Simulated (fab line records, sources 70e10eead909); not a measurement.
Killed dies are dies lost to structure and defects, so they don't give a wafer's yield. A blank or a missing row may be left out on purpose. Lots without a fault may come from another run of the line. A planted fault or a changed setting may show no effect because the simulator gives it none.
Chamber matching | flow nand_harc | NHARC_A_BLC_STRIP_29 on rie_diel-06: 4 sister chambers
The step strips in CF4. 4 wafers are shown with their chamber, then 11 later ones without.

WAFERS WITH THEIR CHAMBER
wafer  | chamber | drypump_motor_current_A (A)
L086.2 | 2       | 5.5
L090.1 | 0       | 6.6
L090.2 | 3       | 6.4
L089.1 | 1       | 6.4

WAFERS WITHOUT THEIR CHAMBER
wafer  | drypump_motor_current_A (A)
L089.2 | 6.4
L089.5 | 6.3
L093.1 | 6.4
L093.2 | 5.5
L093.4 | 6.3
L093.3 | 6.6
L093.5 | 6.4
L093.6 | 5.5
L096.1 | 5.5
L096.2 | 6.6
L096.4 | 6.3

WHICH CHAMBER EACH WENT THROUGH
wafer  | from the rows above     | in truth
L089.2 | can't be placed: 1 or 3 | 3
L089.5 | can't be placed: 1 or 3 | 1
L093.1 | can't be placed: 1 or 3 | 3
L093.2 | 2                       | 2
L093.4 | can't be placed: 1 or 3 | 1
L093.3 | 0                       | 0
L093.5 | can't be placed: 1 or 3 | 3
L093.6 | 2                       | 2
L096.1 | 2                       | 2
L096.2 | 0                       | 0
L096.4 | can't be placed: 1 or 3 | 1
Placed correctly: 5 of 11. Can't be placed from these rows: 6 (the true chamber is among the candidates in 6). Placed wrongly: 0.
How it was worked out, from the rows above alone: a wafer's distance from a chamber is the root of the sum, over the readings, of the square of ((its reading less the chamber's mean) divided by the reading's scatter). The wafer belongs to the nearest chamber; if the next one is less than 2 further off, it can't be placed. A chamber's mean is the mean of its shown wafers. The scatter: with one shown wafer a chamber, the root of the mean of the squares of how far each hidden wafer lies from its nearest shown one.
